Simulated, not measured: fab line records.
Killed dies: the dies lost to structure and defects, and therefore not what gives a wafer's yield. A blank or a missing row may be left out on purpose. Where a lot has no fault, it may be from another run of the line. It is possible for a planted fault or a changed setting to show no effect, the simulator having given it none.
Which tool is to blame? | flow nand harc | Sampling: 14 lots, 42 wafers, 5 of 1302 route steps

## WHAT THE GAUGES READ, wafer by wafer
NHARC_A_ONON_D2_THK_MEAS_18: measures by ellipsometry.
lot  | measured     | on            | thk nm (nm)
L368 | day 12 20:53 | film metro-02 | 1013 1012 1010
L367 | day 12 20:52 | film metro-01 | 1008 1009 1009
L371 | day 14 13:59 | film metro-01 | 1011 1013 1013
L373 | day 15 14:50 | film metro-02 | 1568 1567 1567
L374 | day 16 11:52 | film metro-01 | 1568 1568 1568
L382 | day 19 00:49 | film metro-02 | 989 990 990
L383 | day 20 00:59 | film metro-02 | 994 996 994
L384 | day 20 05:59 | film metro-02 | 998 999 998
L385 | day 20 12:22 | film metro-01 | 1008 1010 1009
L386 | day 21 18:53 | film metro-02 | 989 991 990
L387 | day 21 18:53 | film metro-01 | 987 988 988
L388 | day 21 19:14 | film metro-01 | 1000 1002 1003
L390 | day 22 19:10 | film metro-01 | 993 991 991
L389 | day 22 19:10 | film metro-02 | 1006 1004 1003

NHARC_END_SORT_01.
lot  | measured     | on        | killed at array | killed at other | killed at periphery | killed dies | killed open | killed short
L373 | day 27 04:20 | prober-02 | 673 675 674     | 0 0 0           | 4 2 3               | 677 677 677 | 3 6 6       | 0 3 2
L374 | day 28 16:22 | prober-02 | 672 672 673     | 0 0 0           | 5 5 4               | 677 677 677 | 6 2 2       | 3 1 5

## WHICH TOOL RAN EACH LOT (tool, then ch and the chambers of the sampled wafers, then the start)
lot  | NHARC_A_DECK1_JOINT_CMP_13    | NHARC_A_DECK1_JOINT_CMP_02    | NHARC_A_ONON_D2_DEP_16
L368 | cmp-01 ch 0,1,3, day 11 12:46 | cmp-01 ch 0,1,3, day 12 09:49 | pecvd onon-04 ch 0, day 12 20:23
L367 | cmp-03 ch 1,2,3, day 11 12:47 | cmp-03 ch 0,1,2, day 12 09:49 | pecvd onon-03 ch 0, day 12 20:28
L371 | cmp-03 ch 0,2,3, day 13 02:50 | cmp-01 ch 1,2,3, day 14 02:41 | pecvd onon-02 ch 0, day 14 13:32
L373 | cmp-01 ch 1,2, day 13 21:46   | cmp-01 ch 0,1, day 15 03:30   | pecvd onon-03 ch 0, day 15 14:26
L374 | cmp-04 ch 1,2, day 14 20:37   | cmp-04 ch 0,1,3, day 15 23:58 | pecvd onon-03 ch 0, day 16 11:25
L382 | cmp-01 ch 0,1,3, day 17 13:18 | cmp-01 ch 0,2,3, day 18 13:14 | pecvd onon-02 ch 0, day 19 00:22
L383 | cmp-01 ch 1,2,3, day 18 08:38 | cmp-03 ch 0,2,3, day 19 12:59 | pecvd onon-03 ch 0, day 20 00:32
L384 | cmp-01 ch 1,2,3, day 18 18:40 | cmp-03 ch 0,2, day 19 17:31   | pecvd onon-03 ch 0, day 20 05:32
L385 | cmp-04 ch 1,3, day 18 23:58   | cmp-01 ch 0,1,3, day 20 00:13 | pecvd onon-03 ch 0, day 20 11:51
L386 | cmp-04 ch 0,2, day 20 00:58   | cmp-04 ch 0,2, day 21 06:26   | pecvd onon-03 ch 0, day 21 18:23
L387 | cmp-04 ch 0,1,3, day 20 09:37 | cmp-03 ch 0,1,3, day 21 08:59 | pecvd onon-02 ch 0, day 21 18:23
L388 | cmp-04 ch 0,3, day 20 13:02   | cmp-04 ch 0,1, day 21 09:01   | pecvd onon-03 ch 0, day 21 18:44
L390 | cmp-03 ch 0,1, day 21 10:01   | cmp-04 ch 0,1, day 22 08:07   | pecvd onon-03 ch 0, day 22 18:40
L389 | cmp-04 ch 0,2,3, day 21 10:05 | cmp-03 ch 0,2,3, day 22 08:11 | pecvd onon-02 ch 0, day 22 18:43
- NHARC_A_DECK1_JOINT_CMP_13: polishes, target thk 51.023 nm.
- NHARC_A_DECK1_JOINT_CMP_02: polishes SiOx.
- NHARC_A_ONON_D2_DEP_16: target thk 1000 nm.

## AS READ BY THE TOOLS THEMSELVES (means over the sampled wafers that have a number; for cases with no such wafer, the mark the record gives instead)
NHARC_A_DECK1_JOINT_CMP_13.
lot  | tool   | motor current A (A) | time to endpoint s (s)
L368 | cmp-01 | 12.4                | 8.4
L367 | cmp-03 | 13.4                | 3.7
L371 | cmp-03 | 12.8                | 8.1
L373 | cmp-01 | 11.6                | 10.4
L374 | cmp-04 | 12.9                | 8.8
L382 | cmp-01 | 12.5                | 6.9
L383 | cmp-01 | 11.8                | 7.7
L384 | cmp-01 | 11.8                | 5.5
L385 | cmp-04 | 11.5                | 8.3
L386 | cmp-04 | 12.7                | 9.9
L387 | cmp-04 | 11.0                | 9.2
L388 | cmp-04 | 9.9                 | 9.8
L390 | cmp-03 | 13.3                | 5.3
L389 | cmp-04 | 11.3                | 8.7

NHARC_A_DECK1_JOINT_CMP_02.
lot  | tool   | motor current A (A)
L368 | cmp-01 | 12.6
L367 | cmp-03 | 12.7
L371 | cmp-01 | 11.9
L373 | cmp-01 | 12.3
L374 | cmp-04 | 11.2
L382 | cmp-01 | 12.1
L383 | cmp-03 | 12.8
L384 | cmp-03 | 12.0
L385 | cmp-01 | 12.3
L386 | cmp-04 | 11.8
L387 | cmp-03 | 13.2
L388 | cmp-04 | 11.7
L390 | cmp-04 | 11.9
L389 | cmp-03 | 12.6

## THE ANSWER, worked out from the rows above alone
Rule: the usual values come from the lots themselves. The widest of any qualifying gaps counts: lots, ordered by their means at a reading, are off when they make up no more than a third of the lots, leave a main group of 4 or more, and stand apart from it by 3 or more times the standard deviation of that group's means. The tables above print the reading to a certain number of digits; a main group whose means all agree to those digits is not used. Also off: a lot with no number at a reading for which 4 or more lots have one. All remaining lots with rows at the step are treated as sound. The gauges are gone through in route order, then the tools' own readings, and for those a lot's mean is taken as printed above. The first step at which some lot is off is used, and at that step the reading that is off furthest; a lot without a number counts as furthest.
Off at NHARC_A_ONON_D2_THK_MEAS_18 (thk nm): L373, L374. For the main group the mean is 1000 nm and the standard deviation 8.8.
If a tool, at a process step before that reading, ran all the lots that are off and no sound lot after the first of them, it fits. Those tools and the gauges at NHARC_A_ONON_D2_THK_MEAS_18 are tried in the same way. Of those tried, none fits.

## WHAT WAS PUT IN BY THE SIMULATOR
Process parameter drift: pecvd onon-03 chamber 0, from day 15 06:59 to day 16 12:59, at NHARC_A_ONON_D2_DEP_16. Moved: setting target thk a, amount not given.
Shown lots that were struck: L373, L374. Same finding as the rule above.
